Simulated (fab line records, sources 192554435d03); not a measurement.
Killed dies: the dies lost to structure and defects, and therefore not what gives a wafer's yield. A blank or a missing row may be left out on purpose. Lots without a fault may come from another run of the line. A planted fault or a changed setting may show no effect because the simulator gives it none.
The tool behind it: which one? + flow n5-finfet + 21 lots with 63 wafers sampled at 6 steps, on a route of 1938 steps

## WHAT EACH GAUGE READ, for each wafer
The record lacks any reading of a measuring or inspecting step that a usual standard deviation could be used to judge.

## EACH LOT AND THE TOOL THAT RAN IT (in order: tool; ch and the chambers of the sampled wafers; start)
| lot  | N5_BEOL_M4_STRIP_36                | N5_BEOL_M4_ETCH_41                            | N5_BEOL_M4_STRIP_97                           | N5_BEOL_M4_ALD_84                   | N5_BEOL_M4_SPUTTER_90        | N5_BEOL_M4_SPUTTER_96        |
|------|------------------------------------|-----------------------------------------------|-----------------------------------------------|-------------------------------------|------------------------------|------------------------------|
| L074 | rie-diel-02 ch 0,2,3, day 9 00:01  | rie-diel-02 ch 0,2,3, day 9 00:39 or earlier  | rie-diel-02 ch 0,2,3, day 9 00:39 or earlier  | ald-metal-04 ch 0,1,3, day 9 00:39  | pvd-sputter-02, day 9 02:20  | pvd-sputter-02, day 9 02:59  |
| L075 | rie-diel-02 ch 0,3, day 9 11:43    | rie-diel-02 ch 0,3, day 9 14:38 or earlier    | rie-diel-02 ch 0,3, day 9 14:38 or earlier    | ald-metal-03 ch 0,1,3, day 9 14:38  | pvd-sputter-02, day 9 16:17  | pvd-sputter-02, day 9 16:56  |
| L077 | rie-diel-02 ch 0,1,3, day 9 23:46  | rie-diel-02 ch 0,1,3, day 10 00:27 or earlier | rie-diel-02 ch 0,1,3, day 10 00:27 or earlier | ald-metal-01 ch 0,1,3, day 10 00:27 | pvd-sputter-01, day 10 01:59 | pvd-sputter-01, day 10 02:39 |
| L076 | rie-diel-02 ch 0,1,2, day 10 08:16 | rie-diel-02 ch 0,1,2, day 10 09:02 or earlier | rie-diel-02 ch 0,1,2, day 10 09:02 or earlier | ald-metal-01 ch 1,2,3, day 10 09:02 | pvd-sputter-01, day 10 10:38 | pvd-sputter-01, day 10 11:17 |
| L078 | rie-diel-04 ch 0,1,2, day 10 17:57 | rie-diel-04 ch 0,1,2, day 10 18:28 or earlier | rie-diel-04 ch 0,1,2, day 10 18:28 or earlier | ald-metal-01 ch 0,1, day 10 18:28   | pvd-sputter-01, day 10 20:09 | pvd-sputter-01, day 10 20:49 |
| L079 | rie-diel-05 ch 0,1,3, day 11 04:23 | rie-diel-05 ch 0,1,3, day 11 05:05 or earlier | rie-diel-05 ch 0,1,3, day 11 05:05 or earlier | ald-metal-01 ch 1,2,3, day 11 05:05 | pvd-sputter-01, day 11 08:26 | pvd-sputter-01, day 11 09:06 |
| L081 | rie-diel-04 ch 0,1,3, day 12 20:52 | rie-diel-04 ch 0,1,3, day 12 21:59 or earlier | rie-diel-04 ch 0,1,3, day 12 21:59 or earlier | ald-metal-03 ch 1,2,3, day 12 21:59 | pvd-sputter-01, day 12 23:38 | pvd-sputter-01, day 13 00:17 |
| L083 | rie-diel-02 ch 0,1,3, day 13 19:10 | rie-diel-02 ch 0,1,3, day 13 19:44 or earlier | rie-diel-02 ch 0,1,3, day 13 19:44 or earlier | ald-metal-03 ch 1,2,3, day 13 19:44 | pvd-sputter-02, day 13 21:17 | pvd-sputter-02, day 13 21:57 |
| L084 | rie-diel-05 ch 0,1, day 14 06:04   | rie-diel-05 ch 0,1, day 14 06:44 or earlier   | rie-diel-05 ch 0,1, day 14 06:44 or earlier   | ald-metal-04 ch 1,2, day 14 06:44   | pvd-sputter-01, day 14 08:20 | pvd-sputter-01, day 14 09:00 |
| L085 | rie-diel-04 ch 0,2,3, day 14 06:19 | rie-diel-04 ch 0,2,3, day 14 07:05 or earlier | rie-diel-04 ch 0,2,3, day 14 07:05 or earlier | ald-metal-01 ch 0,2,3, day 14 07:05 | pvd-sputter-03, day 14 10:20 | pvd-sputter-03, day 14 11:00 |
| L087 | rie-diel-02 ch 1,2,3, day 15 05:49 | rie-diel-02 ch 1,2,3, day 15 07:01 or earlier | rie-diel-02 ch 1,2,3, day 15 07:01 or earlier | ald-metal-03 ch 0,2,3, day 15 07:01 | pvd-sputter-03, day 15 08:44 | pvd-sputter-03, day 15 09:23 |
| L090 | rie-diel-02 ch 0,1,2, day 15 09:57 | rie-diel-02 ch 0,1,2, day 15 10:47 or earlier | rie-diel-02 ch 0,1,2, day 15 10:47 or earlier | ald-metal-04 ch 0,3, day 15 10:47   | pvd-sputter-01, day 15 13:25 | pvd-sputter-01, day 15 14:04 |
| L088 | rie-diel-05 ch 0,3, day 15 13:00   | rie-diel-05 ch 0,3, day 15 13:52 or earlier   | rie-diel-05 ch 0,3, day 15 13:52 or earlier   | ald-metal-03 ch 1,2,3, day 15 13:52 | pvd-sputter-02, day 15 17:04 | pvd-sputter-02, day 15 17:44 |
| L097 | rie-diel-02 ch 1,3, day 15 22:55   | rie-diel-02 ch 1,3, day 16 01:01 or earlier   | rie-diel-02 ch 1,3, day 16 01:01 or earlier   | ald-metal-01 ch 1,2, day 16 01:01   | pvd-sputter-03, day 16 02:37 | pvd-sputter-03, day 16 03:17 |
| L095 | rie-diel-02 ch 0,1,2, day 16 03:28 | rie-diel-02 ch 0,1,2, day 16 04:32 or earlier | rie-diel-02 ch 0,1,2, day 16 04:32 or earlier | ald-metal-01 ch 1,2, day 16 04:32   | pvd-sputter-02, day 16 06:10 | pvd-sputter-02, day 16 06:50 |
| L092 | rie-diel-05 ch 0,1,3, day 16 21:33 | rie-diel-05 ch 0,1,3, day 16 22:03 or earlier | rie-diel-05 ch 0,1,3, day 16 22:03 or earlier | ald-metal-04 ch 0,1, day 16 22:03   | pvd-sputter-01, day 16 23:35 | pvd-sputter-01, day 17 00:15 |
| L094 | rie-diel-05 ch 1,2,3, day 17 00:21 | rie-diel-05 ch 1,2,3, day 17 01:02 or earlier | rie-diel-05 ch 1,2,3, day 17 01:02 or earlier | ald-metal-01 ch 1,2,3, day 17 01:02 | pvd-sputter-01, day 17 04:18 | pvd-sputter-01, day 17 04:58 |
| L089 | rie-diel-04 ch 0,1,2, day 17 03:01 | rie-diel-04 ch 0,1,2, day 17 03:46 or earlier | rie-diel-04 ch 0,1,2, day 17 03:46 or earlier | ald-metal-01 ch 0,1,3, day 17 03:46 | pvd-sputter-03, day 17 05:19 | pvd-sputter-03, day 17 05:59 |
| L093 | rie-diel-05 ch 1,2,3, day 17 03:08 | rie-diel-05 ch 1,2,3, day 17 03:49 or earlier | rie-diel-05 ch 1,2,3, day 17 03:49 or earlier | ald-metal-03 ch 0,1, day 17 03:49   | pvd-sputter-02, day 17 05:29 | pvd-sputter-02, day 17 06:09 |
| L082 | rie-diel-04 ch 2,3, day 17 10:57   | rie-diel-04 ch 2,3, day 17 11:40 or earlier   | rie-diel-04 ch 2,3, day 17 11:40 or earlier   | ald-metal-03 ch 2,3, day 17 11:40   | pvd-sputter-02, day 17 13:52 | pvd-sputter-02, day 17 14:31 |
| L096 | rie-diel-05 ch 1,2,3, day 17 10:59 | rie-diel-05 ch 1,2,3, day 17 11:52 or earlier | rie-diel-05 ch 1,2,3, day 17 11:52 or earlier | ald-metal-01 ch 0,1,3, day 17 11:52 | pvd-sputter-01, day 17 15:03 | pvd-sputter-01, day 17 15:43 |
- N5_BEOL_M4_STRIP_36: strips in N2/H2.
- N5_BEOL_M4_ETCH_41: etches SiCN in CH3F/O2, target depth 29.9 nm, time 52.5 s.
- N5_BEOL_M4_STRIP_97: strips in N2/H2, time 10 s.
- N5_BEOL_M4_ALD_84: deposits TaN, pulse time 2 s, purge time 3 s, co reactant purge time 2 s.
- N5_BEOL_M4_SPUTTER_90: material Cu, target thk 4.5 nm, time 8.29 s.
- N5_BEOL_M4_SPUTTER_96: material Cu, target thk 4.5 nm, time 8.29 s.

## WHAT THE TOOLS THEMSELVES READ (means of the sampled wafers that have a number; where no wafer has one, the mark that the record gives instead)
N5_BEOL_M4_STRIP_36. Usual: bias-power-w 7.002 W, standard deviation 0.021; chamber-pressure-mTorr 20.00 mTorr, standard deviation 0.034; drypump-motor-current-A 5.7 A, standard deviation 0.4; oes-product-au 0.79 a.u., standard deviation 0.093; power-w 450.1 W, standard deviation 1.3; rf-vpp-V 59.1 V, standard deviation 1.4; showerhead-plenum-p-Torr 2.57 Torr, standard deviation 0.099; throttle-valve-pct 23.72 %, standard deviation 0.2.
| lot  | tool        | bias-power-w (W) | chamber-pressure-mTorr (mTorr) | drypump-motor-current-A (A) | oes-product-au (a.u.) | power-w (W) | rf-vpp-V (V) | showerhead-plenum-p-Torr (Torr) | throttle-valve-pct (%) | flag |
|------|-------------|------------------|--------------------------------|-----------------------------|-----------------------|-------------|--------------|---------------------------------|------------------------|------|
| L074 | rie-diel-02 | 6.986            | 19.97                          | 5.6                         | 0.75                  | 450.9       | 60.3         | 2.51                            | 23.78                  |      |
| L075 | rie-diel-02 | 7.006            | 20.00                          | 5.6                         | 0.73                  | 449.0       | 59.3         | 2.42                            | 23.62                  |      |
| L077 | rie-diel-02 | 7.005            | 19.99                          | 5.7                         | 0.73                  | 451.1       | 59.7         | 2.49                            | 23.65                  |      |
| L076 | rie-diel-02 | 7.012            | 20.00                          | 5.7                         | 0.73                  | 450.0       | 57.9         | 2.57                            | 23.70                  |      |
| L078 | rie-diel-04 | 7.021            | 19.97                          | 5.6                         | 0.82                  | 450.6       | 58.7         | 2.56                            | 23.65                  |      |
| L079 | rie-diel-05 | 7.011            | 20.02                          | 6.1                         | 0.82                  | 449.5       | 58.1         | 2.64                            | 23.75                  |      |
| L081 | rie-diel-04 | 6.969            | 20.02                          | 5.6                         | 0.90                  | 450.8       | 59.7         | 2.58                            | 23.75                  |      |
| L083 | rie-diel-02 | 7.020            | 20.01                          | 5.7                         | 0.71                  | 450.5       | 60.7         | 2.48                            | 23.69                  |      |
| L084 | rie-diel-05 | 7.016            | 20.00                          | 5.7                         | 0.86                  | 450.7       | 59.4         | 2.67                            | 23.80                  |      |
| L085 | rie-diel-04 | 6.990            | 19.99                          | 5.5                         | 0.92                  | 450.0       | 58.5         | 2.59                            | 23.52                  |      |
| L087 | rie-diel-02 | 6.997            | 20.00                          | 5.6                         | 0.72                  | 449.7       | 58.9         | 2.56                            | 23.85                  |      |
| L090 | rie-diel-02 | 6.988            | 20.00                          | 5.7                         | 0.71                  | 451.0       | 58.0         | 2.55                            | 23.75                  |      |
| L088 | rie-diel-05 | 7.016            | 20.00                          | 6.4                         | 0.78                  | 450.1       | 58.7         | 2.59                            | 23.86                  |      |
| L097 | rie-diel-02 | 6.995            | 20.02                          | 5.7                         | 0.70                  | 450.8       | 59.5         | 2.54                            | 23.74                  |      |
| L095 | rie-diel-02 | 7.007            | 19.97                          | 5.7                         | 0.70                  | 450.4       | 58.4         | 2.55                            | 23.76                  |      |
| L092 | rie-diel-05 | 6.995            | 20.03                          | 6.1                         | 0.77                  | 450.4       | 59.7         | 2.63                            | 23.80                  |      |
| L094 | rie-diel-05 | 6.994            | 20.00                          | 5.9                         | 0.81                  | 450.1       | 58.9         | 2.63                            | 23.67                  |      |
| L089 | rie-diel-04 | 7.014            | 20.00                          | 5.6                         | 0.85                  | 450.4       | 59.2         | 2.54                            | 23.57                  |      |
| L093 | rie-diel-05 | 7.015            | 19.97                          | 5.9                         | 0.81                  | 450.9       | 58.7         | 2.63                            | 23.69                  |      |
| L082 | rie-diel-04 | 7.020            | 20.00                          | 5.2                         | 0.90                  | 451.2       | 57.9         | 2.55                            | 23.60                  |      |
| L096 | rie-diel-05 | 6.981            | 20.02                          | 5.9                         | 0.80                  | 450.3       | 59.4         | 2.63                            | 23.68                  |      |

N5_BEOL_M4_ETCH_41. Usual: chamber-pressure-mTorr 30.001 mTorr, standard deviation 0.028; drypump-motor-current-A 5.7 A, standard deviation 0.4; oes-product-au 0.79 a.u., standard deviation 0.093; rf-vpp-V 297.7 V, standard deviation 1.7; showerhead-plenum-p-Torr 2.02 Torr, standard deviation 0.074; throttle-valve-pct 16.36 %, standard deviation 0.17.
| lot  | tool        | chamber-pressure-mTorr (mTorr) | drypump-motor-current-A (A) | oes-product-au (a.u.) | rf-vpp-V (V) | showerhead-plenum-p-Torr (Torr) | throttle-valve-pct (%) | flag |
|------|-------------|--------------------------------|-----------------------------|-----------------------|--------------|---------------------------------|------------------------|------|
| L074 | rie-diel-02 | 29.985                         | 5.7                         | 0.76                  | 296.8        | 1.97                            | 16.39                  |      |
| L075 | rie-diel-02 | 29.977                         | 5.6                         | 0.71                  | 295.1        | 1.91                            | 16.38                  |      |
| L077 | rie-diel-02 | 29.984                         | 5.7                         | 0.73                  | 296.6        | 1.97                            | 16.39                  |      |
| L076 | rie-diel-02 | 29.988                         | 5.7                         | 0.73                  | 297.7        | 2.02                            | 16.36                  |      |
| L078 | rie-diel-04 | 29.983                         | 5.6                         | 0.83                  | 298.7        | 2.01                            | 16.36                  |      |
| L079 | rie-diel-05 | 30.000                         | 6.1                         | 0.82                  | 299.2        | 2.07                            | 16.26                  |      |
| L081 | rie-diel-04 | 29.970                         | 5.6                         | 0.89                  | 298.1        | 2.03                            | 16.23                  |      |
| L083 | rie-diel-02 | 30.000                         | 5.6                         | 0.71                  | 296.1        | 1.96                            | 16.45                  |      |
| L084 | rie-diel-05 | 30.005                         | 5.7                         | 0.87                  | 298.7        | 2.10                            | 16.14                  |      |
| L085 | rie-diel-04 | 29.997                         | 5.4                         | 0.93                  | 298.4        | 2.04                            | 16.10                  |      |
| L087 | rie-diel-02 | 29.996                         | 5.6                         | 0.72                  | 297.8        | 2.01                            | 16.49                  |      |
| L090 | rie-diel-02 | 30.028                         | 5.7                         | 0.71                  | 298.0        | 2.01                            | 16.42                  |      |
| L088 | rie-diel-05 | 30.017                         | 6.4                         | 0.78                  | 298.0        | 2.03                            | 16.37                  |      |
| L097 | rie-diel-02 | 30.010                         | 5.7                         | 0.71                  | 297.5        | 2.01                            | 16.49                  |      |
| L095 | rie-diel-02 | 29.975                         | 5.6                         | 0.70                  | 297.5        | 2.01                            | 16.44                  |      |
| L092 | rie-diel-05 | 30.006                         | 6.1                         | 0.78                  | 298.9        | 2.06                            | 16.32                  |      |
| L094 | rie-diel-05 | 30.018                         | 6.0                         | 0.81                  | 298.3        | 2.07                            | 16.34                  |      |
| L089 | rie-diel-04 | 30.022                         | 5.6                         | 0.86                  | 296.8        | 2.00                            | 16.27                  |      |
| L093 | rie-diel-05 | 30.013                         | 5.9                         | 0.81                  | 297.7        | 2.07                            | 16.34                  |      |
| L082 | rie-diel-04 | 30.004                         | 5.1                         | 0.90                  | 297.0        | 2.01                            | 16.14                  |      |
| L096 | rie-diel-05 | 30.018                         | 5.9                         | 0.80                  | 298.1        | 2.07                            | 16.35                  |      |

N5_BEOL_M4_STRIP_97. Usual: bias-power-w 7.001 W, standard deviation 0.023; chamber-pressure-mTorr 19.999 mTorr, standard deviation 0.018; drypump-motor-current-A 5.7 A, standard deviation 0.4; oes-product-au 0.79 a.u., standard deviation 0.094; rf-vpp-V 59.4 V, standard deviation 0.95; showerhead-plenum-p-Torr 2.57 Torr, standard deviation 0.099; throttle-valve-pct 23.72 %, standard deviation 0.2.
| lot  | tool        | bias-power-w (W) | chamber-pressure-mTorr (mTorr) | drypump-motor-current-A (A) | oes-product-au (a.u.) | rf-vpp-V (V) | showerhead-plenum-p-Torr (Torr) | throttle-valve-pct (%) | flag |
|------|-------------|------------------|--------------------------------|-----------------------------|-----------------------|--------------|---------------------------------|------------------------|------|
| L074 | rie-diel-02 | 7.006            | 20.002                         | 5.6                         | 0.75                  | 60.0         | 2.51                            | 23.76                  |      |
| L075 | rie-diel-02 | 7.020            | 20.011                         | 5.6                         | 0.72                  | 59.3         | 2.42                            | 23.60                  |      |
| L077 | rie-diel-02 | 7.001            | 20.000                         | 5.7                         | 0.73                  | 58.7         | 2.49                            | 23.65                  |      |
| L076 | rie-diel-02 | 7.016            | 20.008                         | 5.7                         | 0.74                  | 59.3         | 2.57                            | 23.69                  |      |
| L078 | rie-diel-04 | 6.994            | 19.992                         | 5.6                         | 0.83                  | 59.2         | 2.56                            | 23.65                  |      |
| L079 | rie-diel-05 | 6.981            | 20.000                         | 6.1                         | 0.83                  | 59.2         | 2.64                            | 23.77                  |      |
| L081 | rie-diel-04 | 6.990            | 20.003                         | 5.6                         | 0.89                  | 59.3         | 2.58                            | 23.75                  |      |
| L083 | rie-diel-02 | 7.021            | 19.996                         | 5.6                         | 0.71                  | 59.2         | 2.48                            | 23.68                  |      |
| L084 | rie-diel-05 | 7.018            | 19.997                         | 5.7                         | 0.86                  | 60.2         | 2.67                            | 23.80                  |      |
| L085 | rie-diel-04 | 6.998            | 20.006                         | 5.5                         | 0.93                  | 58.7         | 2.59                            | 23.51                  |      |
| L087 | rie-diel-02 | 7.004            | 19.995                         | 5.7                         | 0.73                  | 59.7         | 2.56                            | 23.86                  |      |
| L090 | rie-diel-02 | 6.995            | 19.987                         | 5.6                         | 0.71                  | 58.3         | 2.55                            | 23.74                  |      |
| L088 | rie-diel-05 | 7.003            | 20.012                         | 6.4                         | 0.78                  | 59.3         | 2.59                            | 23.85                  |      |
| L097 | rie-diel-02 | 6.981            | 19.996                         | 5.7                         | 0.70                  | 58.7         | 2.54                            | 23.74                  |      |
| L095 | rie-diel-02 | 7.020            | 19.995                         | 5.7                         | 0.70                  | 60.3         | 2.55                            | 23.75                  |      |
| L092 | rie-diel-05 | 7.000            | 19.991                         | 6.1                         | 0.78                  | 59.6         | 2.63                            | 23.80                  |      |
| L094 | rie-diel-05 | 6.989            | 20.009                         | 5.9                         | 0.81                  | 59.1         | 2.63                            | 23.67                  |      |
| L089 | rie-diel-04 | 7.020            | 19.991                         | 5.6                         | 0.87                  | 59.4         | 2.54                            | 23.59                  |      |
| L093 | rie-diel-05 | 6.990            | 19.984                         | 5.9                         | 0.80                  | 59.9         | 2.63                            | 23.68                  |      |
| L082 | rie-diel-04 | 6.987            | 20.010                         | 5.1                         | 0.90                  | 59.7         | 2.55                            | 23.60                  |      |
| L096 | rie-diel-05 | 6.997            | 19.995                         | 6.0                         | 0.80                  | 59.4         | 2.63                            | 23.68                  |      |

N5_BEOL_M4_ALD_84. Usual: heater-power-w 388 W, standard deviation 37.
| lot  | tool         | heater-power-w (W) | flag |
|------|--------------|--------------------|------|
| L074 | ald-metal-04 | 436                |      |
| L075 | ald-metal-03 | 383                |      |
| L077 | ald-metal-01 | 375                |      |
| L076 | ald-metal-01 | 375                |      |
| L078 | ald-metal-01 | 370                |      |
| L079 | ald-metal-01 | 374                |      |
| L081 | ald-metal-03 | 401                |      |
| L083 | ald-metal-03 | 393                |      |
| L084 | ald-metal-04 | 416                |      |
| L085 | ald-metal-01 | 368                |      |
| L087 | ald-metal-03 | 407                |      |
| L090 | ald-metal-04 | 441                |      |
| L088 | ald-metal-03 | 391                |      |
| L097 | ald-metal-01 | 389                |      |
| L095 | ald-metal-01 | 395                |      |
| L092 | ald-metal-04 | 418                |      |
| L094 | ald-metal-01 | 369                |      |
| L089 | ald-metal-01 | 354                |      |
| L093 | ald-metal-03 | 348                |      |
| L082 | ald-metal-03 | 430                |      |
| L096 | ald-metal-01 | 350                |      |

N5_BEOL_M4_SPUTTER_90. Usual: chuck-sensor-temp-C -16.2 C, standard deviation 0.64; throttle-valve-pct 29.5 %, standard deviation 1.
| lot  | tool           | chuck-sensor-temp-C (C) | throttle-valve-pct (%) | flag |
|------|----------------|-------------------------|------------------------|------|
| L074 | pvd-sputter-02 | -17.5                   | 30.2                   |      |
| L075 | pvd-sputter-02 | -16.4                   | 28.7                   |      |
| L077 | pvd-sputter-01 | -16.0                   | 30.3                   |      |
| L076 | pvd-sputter-01 | -16.4                   | 30.4                   |      |
| L078 | pvd-sputter-01 | -15.6                   | 29.4                   |      |
| L079 | pvd-sputter-01 | -15.9                   | 30.2                   |      |
| L081 | pvd-sputter-01 | -16.3                   | 29.7                   |      |
| L083 | pvd-sputter-02 | -16.9                   | 29.8                   |      |
| L084 | pvd-sputter-01 | -15.9                   | 30.2                   |      |
| L085 | pvd-sputter-03 | -16.1                   | 29.3                   |      |
| L087 | pvd-sputter-03 | -16.0                   | 29.2                   |      |
| L090 | pvd-sputter-01 | -16.5                   | 30.4                   |      |
| L088 | pvd-sputter-02 | -17.5                   | 30.0                   |      |
| L097 | pvd-sputter-03 | -15.7                   | 28.7                   |      |
| L095 | pvd-sputter-02 | -16.8                   | 29.5                   |      |
| L092 | pvd-sputter-01 | -16.3                   | 29.5                   |      |
| L094 | pvd-sputter-01 | -15.5                   | 29.9                   |      |
| L089 | pvd-sputter-03 | -15.9                   | 28.9                   |      |
| L093 | pvd-sputter-02 | -16.7                   | 29.9                   |      |
| L082 | pvd-sputter-02 | -16.1                   | 29.8                   |      |
| L096 | pvd-sputter-01 | -15.9                   | 28.9                   |      |

N5_BEOL_M4_SPUTTER_96. Usual: chuck-sensor-temp-C -16.2 C, standard deviation 0.64; throttle-valve-pct 29.5 %, standard deviation 1.
| lot  | tool           | chuck-sensor-temp-C (C) | throttle-valve-pct (%) | flag |
|------|----------------|-------------------------|------------------------|------|
| L074 | pvd-sputter-02 | -17.5                   | 30.3                   |      |
| L075 | pvd-sputter-02 | -16.5                   | 28.7                   |      |
| L077 | pvd-sputter-01 | -16.0                   | 30.2                   |      |
| L076 | pvd-sputter-01 | -16.4                   | 30.4                   |      |
| L078 | pvd-sputter-01 | -15.9                   | 29.2                   |      |
| L079 | pvd-sputter-01 | -16.0                   | 30.5                   |      |
| L081 | pvd-sputter-01 | -16.1                   | 29.8                   |      |
| L083 | pvd-sputter-02 | -16.9                   | 29.9                   |      |
| L084 | pvd-sputter-01 | -15.9                   | 30.1                   |      |
| L085 | pvd-sputter-03 | -16.1                   | 29.0                   |      |
| L087 | pvd-sputter-03 | -16.0                   | 29.3                   |      |
| L090 | pvd-sputter-01 | -16.3                   | 30.2                   |      |
| L088 | pvd-sputter-02 | -17.5                   | 30.2                   |      |
| L097 | pvd-sputter-03 | -15.7                   | 28.8                   |      |
| L095 | pvd-sputter-02 | -16.9                   | 29.6                   |      |
| L092 | pvd-sputter-01 | -16.1                   | 29.3                   |      |
| L094 | pvd-sputter-01 | -15.6                   | 29.8                   |      |
| L089 | pvd-sputter-03 | -15.9                   | 28.9                   |      |
| L093 | pvd-sputter-02 | -16.7                   | 30.0                   |      |
| L082 | pvd-sputter-02 | -16.1                   | 29.6                   |      |
| L096 | pvd-sputter-01 | -15.8                   | 29.0                   |      |

## THE ANSWER, worked out from the rows above alone
Rule: a lot counts as off when the mean over its wafers that have a number is more than 3 standard deviations away from the usual mean. A lot without any number at a reading at which 4 lots or more have one is off too. Where the step has rows for the other lots, those lots are counted as sound. Order of review: gauges by route order, followed by the tools' own readings, for which a lot's mean as printed above is used. The first step at which some lot is off is used, and at that step the reading that is off furthest; a lot without a number counts as furthest.
Across all readings shown, no lot is off: no conclusion can be drawn from this.

## WHAT THE SIMULATOR HAD INSERTED
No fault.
